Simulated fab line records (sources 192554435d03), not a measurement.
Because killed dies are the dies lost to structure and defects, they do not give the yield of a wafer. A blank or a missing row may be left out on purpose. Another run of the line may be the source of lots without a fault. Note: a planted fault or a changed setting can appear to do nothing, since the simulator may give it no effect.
What tool caused it? -- flow n5Finfet -- 9 lots with 26 wafers sampled at 7 steps, on a route of 1938 steps

WHAT EACH GAUGE READ, for each wafer
N5_BEOL_M4_RC_MEAS_101. Usual: DIBL_N 37.1 mV/V, standard deviation 1.8; DIBL_P 37.2 mV/V, standard deviation 2.1; IOFF_N 0.17 nA/um, standard deviation 0.033; IOFF_P 0.22 nA/um, standard deviation 0.037; ION_N 680 uA/um, standard deviation 11; ION_P 464 uA/um, standard deviation 7.7; SS_N 71.7 mV/dec, standard deviation 0.63; SS_P 73.6 mV/dec, standard deviation 0.67; VT_N 248.9 mV, standard deviation 2.9; VT_P -251 mV, standard deviation 3.6.
lot,measured,on,DIBL_N (mV/V),DIBL_P (mV/V),IOFF_N (nA/um),IOFF_P (nA/um),ION_N (uA/um),ION_P (uA/um),SS_N (mV/dec),SS_P (mV/dec),VT_N (mV),VT_P (mV),flag
L762,day 8 22:56,prober-02,38.7 35.8 34.1,40.6 36.7 33.8,0.22 0.14 0.12,0.26 0.18 0.15,701 676 667,473 455 454,72.0 71.4 71.0,74.6 73.2 72.5,242.9 251.4 251.3,-248 -256 -256,
L765,day 9 19:16,prober-02,36.6 37.9 38.8,35.3 38.5 38.1,0.14 0.18 0.19,0.16 0.22 0.21,663 684 681,449 464 463,72.0 72.4 71.7,72.9 74.1 74.2,253.8 248.7 249.6,-254 -253 -253,
L766,day 10 00:10,prober-01,38.2 38.0 37.1,39.4 37.8 36.8,0.22 0.20 0.18,0.31 0.29 0.26,697 686 680,481 479 466,72.4 72.1 72.2,74.2 73.6 73.5,245.5 245.1 246.5,-244 -243 -247,
L773,day 12 10:49,prober-02,37.6 37.6 37.3,37.8 37.0 37.4,0.16 0.15 0.16,0.18 0.17 0.17,674 673 676,456 459 453,71.8 71.1 71.5,73.2 72.8 72.9,250.6 250.8 248.5,-256 -256 -256,
L775,day 12 17:54,prober-01,40.3 36.9,41.7 36.5,0.24 0.15,0.26 0.17,691 674,465 457,72.6 72.1,74.3 73.3,245.7 249.0,-249 -257,
L779,day 14 01:49,prober-02,35.7 35.8 37.6,35.8 34.0 37.0,0.15 0.15 0.17,0.21 0.19 0.22,669 673 674,465 461 468,71.6 72.0 72.0,73.1 72.5 73.2,250.2 251.8 251.1,-251 -252 -249,
L780,day 14 06:01,prober-01,38.4 37.4 37.3,37.9 36.2 35.7,0.20 0.18 0.17,0.24 0.22 0.21,695 678 666,469 461 461,72.2 72.0 71.5,74.3 73.4 73.1,243.4 247.8 249.1,-249 -251 -252,
L781,day 14 10:52,prober-02,39.5 40.7 37.4,39.0 38.9 35.8,0.18 0.21 0.16,0.24 0.24 0.20,664 678 680,463 461 461,71.9 73.2 71.3,73.9 74.5 73.8,249.3 247.9 250.8,-248 -247 -250,
L782,day 14 13:47,prober-02,40.8 35.2 37.1,40.8 34.0 36.9,0.27 0.13 0.18,0.34 0.20 0.25,703 677 679,477 463 467,73.1 72.0 71.7,74.0 72.0 73.6,242.1 251.3 248.0,-241 -248 -244,

N5_BEOL_M10_CD_MEAS_35: target cd 70 nm. Usual: 70.3 nm for cdNm, sd 0.58.
lot,measured,on,cdNm (nm),flag
L762,day 11 14:22,cdSem-03,71.3 70.9 71.0,
L765,day 12 07:53,cdSem-03,70.4 70.0 71.1,
L766,day 12 07:41,cdSem-02,71.1 70.0 71.2,
L773,day 14 16:03,cdSem-02,71.1 70.9 70.1,
L775,day 15 10:48,cdSem-02,69.6 71.1,
L779,day 16 15:28,cdSem-01,70.7 71.4 70.4,
L780,day 16 14:59,cdSem-01,70.1 70.6 71.0,
L781,day 16 22:55,cdSem-02,70.6 70.2 71.4,
L782,day 16 22:44,cdSem-02,71.2 70.6 70.4,

N5_BEOL_M10_THK_MEAS_53: measures by xrf. Usual: M10_THK 140 nm, standard deviation 3.8.
lot,measured,on,M10_THK (nm),flag
L762,day 11 16:35,filmMetro-01,138 138 140,
L765,day 12 11:40,filmMetro-01,137 140 141,
L766,day 12 10:40,filmMetro-01,144 133 145,
L773,day 14 19:26,filmMetro-01,245 137 139,OFF
L775,day 15 13:23,filmMetro-01,257 142,OFF
L779,day 16 18:16,filmMetro-01,139 139 139,
L780,day 16 17:00,filmMetro-01,139 136 143,
L781,day 17 02:18,filmMetro-01,138 138 134,
L782,day 17 01:47,filmMetro-01,138 139 135,

N5_BEOL_M10_INSPECT_58: inspects for defects (darkfield). Usual: 74 for rawDefectCount, sd 24.
lot,measured,on,rawDefectCount,flag
L762,day 11 16:44,defectInspect-02,95 133 135,
L765,day 12 11:49,defectInspect-02,69 90 70,
L766,day 12 10:50,defectInspect-02,90 83 102,
L773,day 14 19:37,defectInspect-02,2225 85 50,OFF
L775,day 15 13:34,defectInspect-02,2358 87,OFF
L779,day 16 18:25,defectInspect-01,135 49 101,
L780,day 16 17:10,defectInspect-02,108 67 100,
L781,day 17 02:28,defectInspect-01,54 37 49,
L782,day 17 01:56,defectInspect-02,67 99 73,

WHICH TOOL RAN EACH LOT (tool, then ch and the chambers of the sampled wafers, then the start)
lot,N5_BEOL_M10_ALD_74,N5_BEOL_M10_ANNEAL_51,N5_BEOL_M10_CMP_52
L762,"aldMetal-02 ch 2,3, day 11 15:00","rtpAnneal-01 ch 0, day 11 15:59","cmp-02 ch 0,1,3, day 11 16:19"
L765,"aldMetal-02 ch 1,2,3, day 12 09:51","rtpAnneal-01 ch 0, day 12 10:48","cmp-03 ch 0,1, day 12 11:22"
L766,"aldMetal-04 ch 1,2,3, day 12 08:22","rtpAnneal-01 ch 0, day 12 10:07","cmp-04 ch 0,2, day 12 10:25"
L773,"aldMetal-02 ch 0,2, day 14 18:03","rtpAnneal-02 ch 0, day 14 18:53","cmp-03 ch 0,2,3, day 14 19:10"
L775,"aldMetal-01 ch 1,2, day 15 11:59","rtpAnneal-01 ch 0, day 15 12:56","cmp-03 ch 1,2, day 15 13:10"
L779,"aldMetal-02 ch 1,2,3, day 16 16:08","rtpAnneal-01 ch 0, day 16 17:29","cmp-04 ch 2,3, day 16 17:58"
L780,"aldMetal-01 ch 1,2,3, day 16 15:39","rtpAnneal-01 ch 0, day 16 16:27","cmp-04 ch 1,2,3, day 16 16:42"
L781,"aldMetal-02 ch 0,1,3, day 16 23:37","rtpAnneal-01 ch 0, day 17 01:46","cmp-02 ch 0,2,3, day 17 02:01"
L782,"aldMetal-01 ch 1,2,3, day 16 23:14","rtpAnneal-01 ch 0, day 17 01:14","cmp-04 ch 0,1,3, day 17 01:34"
- N5_BEOL_M10_ALD_74: deposits TaN, target thk 2 nm, pulse time 2 s, purge time 3 s.
- N5_BEOL_M10_ANNEAL_51: time 90 s.
- N5_BEOL_M10_CMP_52: polishes, stops on SiCOH lowk, t overpolish 7 s, target thk 140 nm.

WHAT THE TOOLS THEMSELVES READ (means of the sampled wafers that have a number; where no wafer has one, the mark that the record gives instead)
N5_BEOL_M10_ALD_74. Usual: heaterPowerW 416 W, standard deviation 49; precursorVesselCarrierSccm 1000.2 sccm, standard deviation 2.8.
lot,tool,heaterPowerW (W),precursorVesselCarrierSccm (sccm),flag
L762,aldMetal-02,420,997.7,
L765,aldMetal-02,420,1004.7,
L766,aldMetal-04,442,1000.0,
L773,aldMetal-02,444,998.7,
L775,aldMetal-01,438,1001.0,
L779,aldMetal-02,397,998.3,
L780,aldMetal-01,434,998.7,
L781,aldMetal-02,398,1001.6,
L782,aldMetal-01,433,999.7,

N5_BEOL_M10_ANNEAL_51. Usual: 225.93 for wafer_temp_C_max, sd 0.27.
lot,tool,wafer_temp_C_max,flag
L762,rtpAnneal-01,226.20,
L765,rtpAnneal-01,226.29,
L766,rtpAnneal-01,226.09,
L773,rtpAnneal-02,225.41,
L775,rtpAnneal-01,225.96,
L779,rtpAnneal-01,226.04,
L780,rtpAnneal-01,226.19,
L781,rtpAnneal-01,225.89,
L782,rtpAnneal-01,226.13,

N5_BEOL_M10_CMP_52. Usual: barrierFieldEndpointS 28.7 s, standard deviation 0.87; motorCurrentA 6.2 A, standard deviation 0.43; overpolishRunS 6.999 s, standard deviation 0.0086; slurryFilterDpKPa 13.50 kPa, standard deviation 0.14; timeToEndpointS 66 s, standard deviation 3.9.
lot,tool,barrierFieldEndpointS (s),motorCurrentA (A),overpolishRunS (s),slurryFilterDpKPa (kPa),timeToEndpointS (s),flag
L762,cmp-02,28.4,6.2,7.001,13.53,64,
L765,cmp-03,28.4,5.9,6.992,13.44,64,
L766,cmp-04,27.9,6.7,6.999,13.60,63,
L773,cmp-03,35.4,5.9,4.681,13.52,72,OFF
L775,cmp-03,38.2,6.4,3.517,13.39,78,OFF
L779,cmp-04,27.5,6.1,7.001,13.57,65,
L780,cmp-04,29.3,6.3,7.000,13.56,71,
L781,cmp-02,28.2,6.2,6.994,13.60,65,
L782,cmp-04,30.0,6.5,6.997,13.46,71,

THE ANSWER, worked out from the rows above alone
Rule: take the mean of a lot's wafers that have a number; if it is more than 3 standard deviations from the usual mean, the lot is off. A lot without any number at a reading at which 4 lots or more have one is off too. All remaining lots with rows at the step are treated as sound. The gauges are gone through in route order, then the tools' own readings, and for those a lot's mean is taken as printed above. At the first step where some lot is off, the reading lying furthest off is the one used; lots without a number count as furthest.
Off: L773, L775, at N5_BEOL_M10_THK_MEAS_53 (M10_THK).
A tool fits if, at a process step before that reading, it ran every lot that is off, and no sound lot after the first of them. Not tried: the gauges at N5_BEOL_M10_THK_MEAS_53; whatever is off there is also off at N5_BEOL_M10_INSPECT_58, on other tools, and gauge error can't account for it. One fits: cmp-03 at N5_BEOL_M10_CMP_52. Its last sound lot is L765 (day 12 11:22), its first lot that is off L773 (day 14 19:10): a fault that began between those two fits.
The tool's own readings at N5_BEOL_M10_CMP_52 bear it out: on the lots that are off they differ by more than 5 times the standard deviation of the sound lots' means. barrierFieldEndpointS reads 36.8 s there against 28.5 s on the sound lots; overpolishRunS reads 4.099 s there against 6.998 s on the sound lots.

WHAT THE SIMULATOR PUT IN
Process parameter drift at N5_BEOL_M10_CMP_52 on cmp-03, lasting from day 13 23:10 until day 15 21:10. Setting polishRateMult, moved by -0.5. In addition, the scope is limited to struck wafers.
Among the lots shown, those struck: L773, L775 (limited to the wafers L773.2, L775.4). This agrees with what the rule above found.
